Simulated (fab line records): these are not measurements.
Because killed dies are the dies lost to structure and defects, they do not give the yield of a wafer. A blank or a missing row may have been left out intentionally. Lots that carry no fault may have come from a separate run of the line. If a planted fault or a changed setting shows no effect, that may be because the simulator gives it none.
Matching of chambers	flow nand-harc	4 sister chambers for NHARC_A_ZERO_WELL_DESCUM_12 on rie-diel-10
The step chemistry O2, time 3 s. 8 wafers are shown with their chamber, then 8 later ones without.

## EACH WAFER AND ITS CHAMBER
wafer	chamber	drypump-motor-current-A (A)	chamber-pressure-mTorr (mTorr)
L186.2	1	6.4	59.98
L186.4	0	5.6	60.02
L187.2	1	6.4	59.95
L187.5	2	4.9	60.09
L192.2	3	5.8	60.03
L192.5	0	5.5	60.00
L192.6	3	5.7	59.95
L194.1	2	5.0	60.03

## WAFERS MISSING THEIR CHAMBER
wafer	drypump-motor-current-A (A)	chamber-pressure-mTorr (mTorr)
L194.4	5.5	60.03
L194.6	5.8	59.97
L196.3	5.6	59.97
L196.4	5.0	59.99
L196.6	6.4	59.97
L202.2	5.6	59.98
L202.3	5.0	60.02
L202.4	6.4	60.07

## WHICH CHAMBER EACH WENT THROUGH
wafer	from the rows above	in truth
L194.4	0	0
L194.6	3	3
L196.3	can't be placed: 0 or 3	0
L196.4	2	2
L196.6	1	1
L202.2	can't be placed: 0 or 3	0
L202.3	2	2
L202.4	1	1
Correctly placed: 6 of 8. Cannot be placed on the basis of these rows: 2; the candidates contain the true chamber in 2. Wrongly placed: 0.
How it was worked out, from the rows above alone: a wafer's distance from a chamber is the root of the sum, over the readings, of the square of ((its reading less the chamber's mean) divided by the reading's scatter). The wafer belongs to the nearest chamber; if the next one is less than 2 further off, it can't be placed. For every chamber, the mean is computed from those of its wafers that are shown. The scatter is the square root of a quotient: the sum, over the shown wafers, of each reading's squared deviation from its chamber's mean, divided by wafers minus chambers.
